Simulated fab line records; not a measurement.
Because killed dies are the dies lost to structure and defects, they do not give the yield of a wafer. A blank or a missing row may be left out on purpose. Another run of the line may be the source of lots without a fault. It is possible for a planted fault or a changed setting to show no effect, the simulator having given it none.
fab line records	flow n5_finfet
record lots=7	wafers=21
route steps=1938 shown BEOL_M8@1343 BEOL_M9@1408
start_h: the number of hours between the record's first day and the start of the first shown wafer of the lot	wait_h: how many hours have passed since the lot's step before this one	" unchanged from the row above	L1.1+2: a single row standing in for several wafers	- no value present, or no start provided	* or withheld: withheld	< > ~ a bound
route shown NAME@n: names a module that has steps shown in the file, with the first one's number in the route	usual: mean/standard deviation taken from wafers without a fault	same: alike in all rows	chamber/n: place in a boat	sites: readings site by site	_std_site: standard deviation across them	_edge_site: outer sites' mean less inner sites'	radius_mm: for every site, how far away it sits from the centre of the wafer	mask NAME#n: copy n	behind: tool/chamber where the wafer was last shaped	hold: the reason the lot was held/the length of the hold in hours/how it ended	device: names the non-switching transistor (n, p or np)	end of line: tests of these same wafers at the route's end	a step without rows: its recipe alone	killed: the dies lost at the first sort to structure and to defects; this is not the yield of the wafer	map: a wafer's dies, marking killed ones x, the rest . and places with no die _
set.NAME: the setting as run; set.NAME@STEP: as run at that earlier step	model.NAME: the simulator's own value behind a step, which no gauge read
lots where settings were altered on purpose, with a table for each step and a row for each wafer
## steps
# step N5_BEOL_M8_PEB_09
# recipe peb_temp_c=withheld	peb_time_s=60	resist=CAR-ArF
lot.wafer	tool	chamber	start_h	wait_h	set.peb_time_s
L076.2	litho_track-02	0	226.31	0.0	60
L076.4+6	"	0	"	"	53.94
L078.1	litho_track-03	0	226.78	0.1	47.69
L078.3+5	"	0	"	"	60
L077.2	litho_track-03	0	226.95	0.0	60
L077.3+5	"	0	"	"	47.32
L079.3+4+6	litho_track-02	0	232.49	0.0	60
L083.2+6	litho_track-03	0	253.92	0.0	47.56
L083.3	"	0	"	"	60
L093.2+4+6	litho_track-02	0	321.15	0.0	60
L096.2+6	litho_track-02	0	333.33	0.0	60
L096.3	"	0	"	"	69.17
# step N5_BEOL_M8_DEVELOP_10
# recipe develop_time_s=30	developer=TMAH	resist=CAR-ArF	rinse_liquid=diw	dry=air_spin	dev_temp_c=23
# step N5_BEOL_M8_CD_MEAS_11
# recipe target_cd_nm=38.5	landing_energy_ev=500	detector=se_inlens	polarity=opening
# usual cd_nm=38.6/0.52
lot.wafer	tool	chamber	start_h	wait_h	set.peb_time_s@BEOL_M8_PEB_09	cd_nm
L076.2	cd_sem-02	0	226.37	-	60	37.5
L076.4	"	0	"	"	53.94	36.0
L076.6	"	0	"	"	53.94	35.7
L078.1	cd_sem-01	0	226.85	-	47.69	32.4
L078.3	"	0	"	"	60	39.2
L078.5	"	0	"	"	60	39.0
L077.2	cd_sem-03	0	227.02	-	60	38.6
L077.3	"	0	"	"	47.32	32.2
L077.5	"	0	"	"	47.32	32.5
L079.3	cd_sem-01	0	232.56	-	60	37.3
L079.4	"	0	"	"	60	38.8
L079.6	"	0	"	"	60	38.4
L083.2	cd_sem-02	0	253.99	-	47.56	33.0
L083.3	"	0	"	"	60	39.1
L083.6	"	0	"	"	47.56	32.4
L093.2	cd_sem-03	0	321.22	-	60	38.0
L093.4	"	0	"	"	60	38.5
L093.6	"	0	"	"	60	39.4
L096.2	cd_sem-03	0	333.40	-	60	38.6
L096.3	"	0	"	"	69.17	42.0
L096.6	"	0	"	"	60	39.4
# step N5_BEOL_M8_DESCUM_16
# recipe chemistry=O2	time_s=7.9	source_power_w=50	bias_power_w=20	pressure_mtorr=20	rf_frequency_hz=2.712e+07	temp_c=40	resist=CAR-ArF	o2_flow_sccm=225
# step N5_BEOL_M8_ETCH_61
# recipe chemistry=CF4	target=SiARC	target_depth_a=455	mask_material=CAR-ArF	time_s=75.8	ion_energy_ev=80	pressure_mtorr=40	source_w=545	bias_w=36	Ar_flow_sccm=100	cf4_flow_sccm=100	ends=cleared
lot.wafer	tool	chamber	start_h	wait_h	set.peb_time_s@BEOL_M8_PEB_09	model.BEOL_M8.cd_offset_nm
L076.2	rie_diel-06	1	226.49	0.0	60	-0.4
L076.4	"	3	"	"	53.94	-2.2
L076.6	"	1	"	"	53.94	-2.8
L078.1	rie_diel-06	3	227.52	0.0	47.69	-6
L078.3	"	0	"	"	60	0.6
L078.5	"	0	"	"	60	0.8
L077.2	rie_diel-06	3	227.78	0.0	60	0.2
L077.3	"	0	"	"	47.32	-6.4
L077.5	"	1	"	"	47.32	-5.8
L079.3	rie_diel-05	1	232.71	0.0	60	-0.4
L079.4	"	1	"	"	60	0.6
L079.6	"	3	"	"	60	0.2
L083.2	rie_diel-01	3	254.18	0.0	47.56	-6
L083.3	"	1	"	"	60	0.2
L083.6	"	0	"	"	47.56	-6.2
L093.2	rie_diel-01	0	321.94	0.0	60	0.6
L093.4	"	2	"	"	60	0
L093.6	"	0	"	"	60	1
L096.2	rie_diel-05	2	333.54	0.0	60	-0.6
L096.3	"	0	"	"	69.17	3.4
L096.6	"	1	"	"	60	0.6
# step N5_BEOL_M8_ETCH_62
# recipe chemistry=N2/H2	target=SOC	target_depth_a=1100	overetch_a=220	mask_material=SiARC	temp_c=40	time_s=165	ion_energy_ev=200	pressure_mtorr=30	source_w=840	bias_w=150	n2_flow_sccm=200	h2_flow_sccm=200
lot.wafer	tool	chamber	start_h	wait_h	set.peb_time_s@BEOL_M8_PEB_09	model.BEOL_M8.cd_offset_nm
L076.2	rie_diel-06	1	226.55	0.0	60	-0.8
L076.4	"	3	"	"	53.94	-2.2
L076.6	"	1	"	"	53.94	-2.8
L078.1	rie_diel-06	3	227.58	0.0	47.69	-5.8
L078.3+5	"	0	"	"	60	1
L077.2	rie_diel-06	3	227.83	0.0	60	0.4
L077.3	"	0	"	"	47.32	-6.2
L077.5	"	1	"	"	47.32	-6
L079.3	rie_diel-05	1	232.77	0.0	60	-0.8
L079.4	"	1	"	"	60	0.6
L079.6	"	3	"	"	60	0.4
L083.2	rie_diel-01	3	254.23	0.0	47.56	-6.2
L083.3	"	1	"	"	60	0.4
L083.6	"	0	"	"	47.56	-6.4
L093.2	rie_diel-01	0	321.99	0.0	60	0.2
L093.4	"	2	"	"	60	-0.2
L093.6	"	0	"	"	60	0.8
L096.2	rie_diel-05	2	333.60	0.0	60	-0.6
L096.3	"	0	"	"	69.17	3.8
L096.6	"	1	"	"	60	0.4
# step N5_BEOL_M8_STRIP_19
# recipe chemistry=O2	power_w=400	temp_c=40	pressure_mtorr=30	rf_frequency_hz=6e+07	bias_power_w=0	overash_fraction=0.2	o2_flow_sccm=225
lot.wafer	tool	chamber	start_h	wait_h	set.pressure_mtorr
L076.2+4+6	rie_diel-06	1,2,1	226.92	0.1	30
L078.1+3+5	rie_diel-06	3,1,1	228.07	0.3	26.37
L077.2+3+5	rie_diel-06	0,2,2	228.13	0.1	26.25
L079.3+4+6	rie_diel-01	2,3,0	233.06	0.1	30
L083.2+3+6	rie_diel-05	0,2,2	254.62	0.1	26.8
L093.2+4+6	rie_diel-01	0,2,0	322.40	0.2	30
L096.2+3+6	rie_diel-05	1,3,1	333.90	0.1	27.39
# step N5_BEOL_M8_CD_MEAS_18
# recipe pitch_nm=80	target_cd_nm=40
# usual cd_nm=40.1/0.56
lot.wafer	tool	chamber	start_h	wait_h	set.peb_time_s@BEOL_M8_PEB_09	cd_nm
L076.2	cd_sem-02	-	226.99	0.1	60	39.2
L076.4	"	-	"	"	53.94	38.0
L076.6	"	-	"	"	53.94	37.4
L078.1	cd_sem-01	-	228.14	0.0	47.69	34.1
L078.3	"	-	"	"	60	40.9
L078.5	"	-	"	"	60	41.4
L077.2	cd_sem-03	-	228.21	0.1	60	40.1
L077.3	"	-	"	"	47.32	34.3
L077.5	"	-	"	"	47.32	34.2
L079.3	cd_sem-01	-	233.14	0.1	60	39.1
L079.4	"	-	"	"	60	40.7
L079.6	"	-	"	"	60	40.6
L083.2	cd_sem-02	-	254.69	0.1	47.56	33.7
L083.3	"	-	"	"	60	40.0
L083.6	"	-	"	"	47.56	33.4
L093.2	cd_sem-02	-	322.47	0.1	60	40.0
L093.4	"	-	"	"	60	40.3
L093.6	"	-	"	"	60	40.6
L096.2	cd_sem-02	-	333.97	0.1	60	39.4
L096.3	"	-	"	"	69.17	43.4
L096.6	"	-	"	"	60	40.6
# step N5_BEOL_M8_COAT_63
# recipe resist=SOC	temp_c=250	time_s=60	spin_rpm=1500	resist_thk_nm=60
# step N5_BEOL_M8_COAT_64
# recipe resist=SiARC	temp_c=220	time_s=60	spin_rpm=1500	resist_thk_nm=12
# step N5_BEOL_M8_PRECLEAN_42
# recipe chemistry=residue_remover	time_s=60	temp_c=40
# step N5_BEOL_M8_SRD_43
# recipe time_s=30	temp_c=23	rinse_liquid=diw	dry=ipa_marangoni
# step N5_BEOL_M8_CD_MEAS_35
# recipe target_cd_nm=40	polarity=opening
# usual cd_nm=40.2/0.57
lot.wafer	tool	chamber	start_h	wait_h	set.peb_time_s@BEOL_M8_PEB_09	cd_nm
L076.2	cd_sem-01	-	228.34	0.0	60	39.0
L076.4	"	-	"	"	53.94	37.9
L076.6	"	-	"	"	53.94	37.4
L078.1	cd_sem-01	-	229.32	0.0	47.69	34.3
L078.3	"	-	"	"	60	41.2
L078.5	"	-	"	"	60	40.8
L077.2	cd_sem-01	-	229.65	0.0	60	40.3
L077.3	"	-	"	"	47.32	33.5
L077.5	"	-	"	"	47.32	34.2
L079.3	cd_sem-02	-	234.85	0.0	60	39.2
L079.4	"	-	"	"	60	41.0
L079.6	"	-	"	"	60	40.9
L083.2	cd_sem-03	-	256.38	0.0	47.56	33.8
L083.3	"	-	"	"	60	40.3
L083.6	"	-	"	"	47.56	33.7
L093.2	cd_sem-03	-	323.91	0.0	60	40.2
L093.4	"	-	"	"	60	39.8
L093.6	"	-	"	"	60	40.6
L096.2	cd_sem-02	-	337.89	0.0	60	39.2
L096.3	"	-	"	"	69.17	44.0
L096.6	"	-	"	"	60	40.4
# step N5_BEOL_M9_COAT_05
# recipe resist=CAR-ArF	spin_rpm=1500	resist_thk_nm=90
lot.wafer	tool	chamber	start_h	wait_h	set.spin_rpm	model.CAR-ArF_of_BEOL_M9_COAT_05.thk_nm
L076.2	litho_track-01	0	-	-	1667	85.2
L076.4	"	0	"	"	1500	90
L076.6	"	0	"	"	1667	85.8
L078.1+5	litho_track-05	0	-	-	1500	89.6
L078.3	"	0	"	"	1500	89.4
L077.2+3	litho_track-01	0	-	-	1409	92.8
L077.5	"	0	"	"	1409	93
L079.3	litho_track-01	0	-	-	1500	90
L079.4+6	"	0	"	"	1500	90.2
L083.2+6	litho_track-05	0	-	-	1625	86.4
L083.3	"	0	"	"	1500	90
L093.2	litho_track-01	0	-	-	1352	95.2
L093.4	"	0	"	"	1500	90.8
L093.6	"	0	"	"	1352	95.4
L096.2	litho_track-05	0	-	-	1355	94.2
L096.3	"	0	"	"	1355	94
L096.6	"	0	"	"	1500	89.4
# step N5_BEOL_M9_EXPOSE_08
# recipe mask_id=M9	na=1.35	source_shape=dipole	sigma_inner=0.411	sigma_outer=0.611	polarization=te	dose_mj=53.75
lot.wafer	tool	chamber	start_h	wait_h	mask	set.dose_mj
L076.2	arfi_scanner-01	0	232.63	-	M9#0	53.75
L076.4+6	"	0	"	"	M9#0	56.48
L078.1+5	arfi_scanner-03	0	235.01	-	M9#0	53.75
L078.3	"	0	"	"	M9#0	57.68
L077.2+3+5	arfi_scanner-02	0	235.18	-	M9#0	53.75
L079.3+4+6	arfi_scanner-02	0	239.73	-	M9#0	53.75
L083.2+3	arfi_scanner-02	0	260.96	-	M9#0	53.75
L083.6	"	0	"	"	M9#0	54.82
L093.2+4	arfi_scanner-02	0	329.27	-	M9#0	53.75
L093.6	"	0	"	"	M9#0	50.45
L096.2+6	arfi_scanner-01	0	343.48	-	M9#0	57.4
L096.3	"	0	"	"	M9#0	53.75
# step N5_BEOL_M9_PEB_09
# recipe peb_temp_c=withheld	peb_time_s=60	resist=CAR-ArF
# step N5_BEOL_M9_DEVELOP_10
# recipe develop_time_s=30	developer=TMAH	resist=CAR-ArF	rinse_liquid=diw	dry=air_spin	dev_temp_c=23
lot.wafer	tool	chamber	start_h	wait_h	set.spin_rpm@BEOL_M9_COAT_05	model.CAR-ArF_of_BEOL_M9_COAT_05.thk_nm
L076.2	litho_track-01	0	-	-	1667	83.6
L076.4	"	0	"	"	1500	88.4
L076.6	"	0	"	"	1667	84
L078.1+5	litho_track-05	0	-	-	1500	88
L078.3	"	0	"	"	1500	87.6
L077.2+3	litho_track-04	0	-	-	1409	91
L077.5	"	0	"	"	1409	91.2
L079.3+6	litho_track-05	0	-	-	1500	88.4
L079.4	"	0	"	"	1500	88.6
L083.2+6	litho_track-01	0	-	-	1625	84.8
L083.3	"	0	"	"	1500	88.2
L093.2	litho_track-01	0	-	-	1352	93.6
L093.4	"	0	"	"	1500	89
L093.6	"	0	"	"	1352	93.8
L096.2+3	litho_track-05	0	-	-	1355	92.4
L096.6	"	0	"	"	1500	87.6
# step N5_BEOL_M9_CD_MEAS_11
# recipe target_cd_nm=64.1	landing_energy_ev=500	detector=se_inlens	polarity=opening
# usual cd_nm=64.2/0.53
lot.wafer	tool	chamber	start_h	wait_h	set.dose_mj@BEOL_M9_EXPOSE_08	cd_nm
L076.2	cd_sem-02	0	232.75	-	53.75	63.9
L076.4	"	0	"	"	56.48	66.5
L076.6	"	0	"	"	56.48	66.7
L078.1	cd_sem-01	0	235.14	-	53.75	63.9
L078.3	"	0	"	"	57.68	68.0
L078.5	"	0	"	"	53.75	63.6
L077.2	cd_sem-01	0	235.31	-	53.75	63.9
L077.3	"	0	"	"	53.75	65.0
L077.5	"	0	"	"	53.75	64.6
L079.3	cd_sem-03	0	239.84	-	53.75	64.3
L079.4	"	0	"	"	53.75	64.3
L079.6	"	0	"	"	53.75	64.4
L083.2	cd_sem-02	0	261.08	-	53.75	63.9
L083.3	"	0	"	"	53.75	63.2
L083.6	"	0	"	"	54.82	64.7
L093.2	cd_sem-02	0	329.39	-	53.75	63.7
L093.4	"	0	"	"	53.75	64.2
L093.6	"	0	"	"	50.45	61.1
L096.2	cd_sem-03	0	343.60	-	57.4	67.8
L096.3	"	0	"	"	53.75	64.0
L096.6	"	0	"	"	57.4	67.8
# step N5_BEOL_M9_DESCUM_16
# recipe chemistry=O2	time_s=7.9	source_power_w=50	bias_power_w=20	pressure_mtorr=20	rf_frequency_hz=2.712e+07	temp_c=40	resist=CAR-ArF	o2_flow_sccm=225
# step N5_BEOL_M9_ETCH_61
# recipe chemistry=CF4	target=SiARC	target_depth_a=390	mask_material=CAR-ArF	time_s=65	ion_energy_ev=80	pressure_mtorr=40	source_w=545	bias_w=36	Ar_flow_sccm=100	cf4_flow_sccm=100	ends=cleared
lot.wafer	tool	chamber	start_h	wait_h	set.dose_mj@BEOL_M9_EXPOSE_08	model.BEOL_M9.cd_offset_nm
L076.2	rie_diel-02	3	232.91	0.0	53.75	-0.2
L076.4	"	1	"	"	56.48	3
L076.6	"	1	"	"	56.48	2.6
L078.1+5	rie_diel-03	3,1	235.61	0.0	53.75	-0.4
L078.3	"	1	"	"	57.68	4.2
L077.2	rie_diel-03	2	236.05	0.0	53.75	0
L077.3	"	3	"	"	53.75	0.6
L077.5	"	3	"	"	53.75	0.4
L079.3	rie_diel-03	1	239.96	0.0	53.75	0
L079.4	"	2	"	"	53.75	0.2
L079.6	"	3	"	"	53.75	-0.2
L083.2	rie_diel-03	3	261.20	0.0	53.75	-0.4
L083.3	"	2	"	"	53.75	-0.2
L083.6	"	0	"	"	54.82	1
L093.2	rie_diel-03	0	331.16	0.0	53.75	-0.2
L093.4	"	3	"	"	53.75	0.2
L093.6	"	1	"	"	50.45	-3
L096.2	rie_diel-02	1	343.87	0.0	57.4	3.8
L096.3	"	2	"	"	53.75	0.4
L096.6	"	3	"	"	57.4	3.4
# step N5_BEOL_M9_ETCH_62
# recipe chemistry=N2/H2	target=SOC	target_depth_a=1100	overetch_a=220	mask_material=SiARC	temp_c=40	time_s=165	ion_energy_ev=200	pressure_mtorr=30	source_w=840	bias_w=150	n2_flow_sccm=200	h2_flow_sccm=200
# step N5_BEOL_M9_STRIP_68
# recipe chemistry=N2/H2	temp_c=40	n2_flow_sccm=200	h2_flow_sccm=200	rf_frequency_hz=6e+07
# step N5_BEOL_M9_STRIP_67
# recipe chemistry=CF4	resist=SiARC	power_w=300	bias_power_w=75	pressure_mtorr=50	cf4_flow_sccm=150	rf_frequency_hz=6e+07
# step N5_BEOL_M9_HM_OPEN_17
# recipe chemistry=Cl2/BCl3	target_depth_a=200	overetch_a=60	target=TiN	mask_material=SOC	ion_energy_ev=150	pressure_mtorr=10	icp_w=1000	bias_w=126	Cl2_flow_sccm=53.25	bcl3_flow_sccm=21.75	Ar_flow_sccm=25
lot.wafer	tool	chamber	start_h	wait_h	set.dose_mj@BEOL_M9_EXPOSE_08	model.BEOL_M9.cd_offset_nm
L076.2	rie_metal-02	1	233.15	0.0	53.75	-0.2
L076.4	"	1	"	"	56.48	2.8
L076.6	"	0	"	"	56.48	2.4
L078.1	rie_metal-03	0	235.84	0.0	53.75	-0.8
L078.3	"	1	"	"	57.68	4
L078.5	"	1	"	"	53.75	-0.6
L077.2	rie_metal-03	0	236.28	0.0	53.75	-0.2
L077.3	"	0	"	"	53.75	0.4
L077.5	"	0	"	"	53.75	0
L079.3+4	rie_metal-02	0,1	240.23	0.1	53.75	0
L079.6	"	1	"	"	53.75	-0.4
L083.2	rie_metal-03	0	261.44	0.0	53.75	-0.4
L083.3	"	1	"	"	53.75	-0.2
L083.6	"	0	"	"	54.82	1
L093.2	rie_metal-03	0	331.40	0.0	53.75	-0.4
L093.4	"	0	"	"	53.75	0
L093.6	"	1	"	"	50.45	-3.2
L096.2	rie_metal-02	1	344.11	0.0	57.4	3.8
L096.3	"	0	"	"	53.75	0.2
L096.6	"	1	"	"	57.4	3.4
# step N5_BEOL_M9_STRIP_19
# recipe chemistry=O2	power_w=400	temp_c=40	pressure_mtorr=30	rf_frequency_hz=6e+07	bias_power_w=0	overash_fraction=0.2	o2_flow_sccm=225
# step N5_BEOL_M9_CD_MEAS_18
# recipe pitch_nm=140	target_cd_nm=70
# usual cd_nm=70.1/0.56
lot.wafer	tool	chamber	start_h	wait_h	set.dose_mj@BEOL_M9_EXPOSE_08	cd_nm
L076.2	cd_sem-01	-	233.33	0.1	53.75	69.9
L076.4	"	-	"	"	56.48	72.6
L076.6	"	-	"	"	56.48	72.2
L078.1	cd_sem-01	-	236.07	0.0	53.75	69.3
L078.3	"	-	"	"	57.68	73.7
L078.5	"	-	"	"	53.75	69.3
L077.2	cd_sem-02	-	236.47	0.1	53.75	69.2
L077.3	"	-	"	"	53.75	70.5
L077.5	"	-	"	"	53.75	69.9
L079.3	cd_sem-02	-	240.50	0.1	53.75	70.1
L079.4	"	-	"	"	53.75	70.0
L079.6	"	-	"	"	53.75	69.7
L083.2	cd_sem-02	-	261.62	0.1	53.75	69.9
L083.3	"	-	"	"	53.75	69.8
L083.6	"	-	"	"	54.82	71.4
L093.2	cd_sem-02	-	331.65	0.1	53.75	69.6
L093.4	"	-	"	"	53.75	69.9
L093.6	"	-	"	"	50.45	67.0
L096.2	cd_sem-02	-	344.29	0.1	57.4	74.0
L096.3	"	-	"	"	53.75	70.2
L096.6	"	-	"	"	57.4	73.6
# step N5_BEOL_M9_ETCH_65
# recipe chemistry=CF4	target=SiARC	target_depth_a=156	mask_material=CAR-EUV	time_s=26	ion_energy_ev=80	pressure_mtorr=40	source_w=545	bias_w=36	Ar_flow_sccm=100	cf4_flow_sccm=100	ends=cleared
# usual rf_vpp_V=184.2/1.2
lot.wafer	tool	chamber	start_h	wait_h	set.bias_w	rf_vpp_V
L076.2	rie_diel-04	0	234.30	0.0	36	183.7
L076.4	"	3	"	"	36	185.1
L076.6	"	0	"	"	36	182.5
L078.1	rie_diel-04	0	236.91	0.0	39.08	191.7
L078.3	"	3	"	"	39.08	195.1
L078.5	"	0	"	"	36	183.9
L077.2	rie_diel-02	2	236.95	0.0	42.23	205.1
L077.3	"	0	"	"	36	185.4
L077.5	"	3	"	"	36	183.9
L079.3	rie_diel-03	1	241.10	0.0	36	183.9
L079.4	"	1	"	"	36	184.4
L079.6	"	3	"	"	36	184.4
L083.2	rie_diel-03	1	262.99	0.0	38.41	192.1
L083.3	"	2	"	"	38.41	192.1
L083.6	"	1	"	"	36	183.1
L093.2	rie_diel-04	0	332.93	0.0	36	186.4
L093.4	"	3	"	"	31.58	169.9
L093.6	"	2	"	"	31.58	169.3
L096.2	rie_diel-03	0	345.00	0.0	41.62	204.8
L096.3	"	1	"	"	41.62	202.7
L096.6	"	1	"	"	41.62	202.2
## key
split step=N5_BEOL_M8_PEB_09	setting=peb_time_s	stated=60	by=wafer
response step=N5_BEOL_M8_CD_MEAS_11	reading=cd_nm	change=+0.285	per=1%	r=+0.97
response step=N5_BEOL_M8_ETCH_61	reading=model.BEOL_M8.cd_offset_nm	change=+0.291	per=1%	r=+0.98
response step=N5_BEOL_M8_ETCH_62	reading=model.BEOL_M8.cd_offset_nm	change=+0.302	per=1%	r=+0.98
response step=N5_BEOL_M8_CD_MEAS_18	reading=cd_nm	change=+0.289	per=1%	r=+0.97
response step=N5_BEOL_M8_CD_MEAS_35	reading=cd_nm	change=+0.299	per=1%	r=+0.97
split step=N5_BEOL_M8_STRIP_19	setting=pressure_mtorr	stated=30	by=lot
response none clear
split step=N5_BEOL_M9_COAT_05	setting=spin_rpm	stated=1500	by=wafer
response step=N5_BEOL_M9_COAT_05	reading=model.CAR-ArF_of_BEOL_M9_COAT_05.thk_nm	change=-0.442	per=1%	r=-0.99
response step=N5_BEOL_M9_DEVELOP_10	reading=model.CAR-ArF_of_BEOL_M9_COAT_05.thk_nm	change=-0.449	per=1%	r=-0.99
split step=N5_BEOL_M9_EXPOSE_08	setting=dose_mj	stated=53.75	by=wafer
response step=N5_BEOL_M9_CD_MEAS_11	reading=cd_nm	change=+0.541	per=1%	r=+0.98
response step=N5_BEOL_M9_ETCH_61	reading=model.BEOL_M9.cd_offset_nm	change=+0.548	per=1%	r=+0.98
response step=N5_BEOL_M9_HM_OPEN_17	reading=model.BEOL_M9.cd_offset_nm	change=+0.555	per=1%	r=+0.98
response step=N5_BEOL_M9_CD_MEAS_18	reading=cd_nm	change=+0.53	per=1%	r=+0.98
split step=N5_BEOL_M9_ETCH_65	setting=bias_w	stated=36	by=wafer
response step=N5_BEOL_M9_ETCH_65	reading=rf_vpp_V	change=+1.23	per=1%	r=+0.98
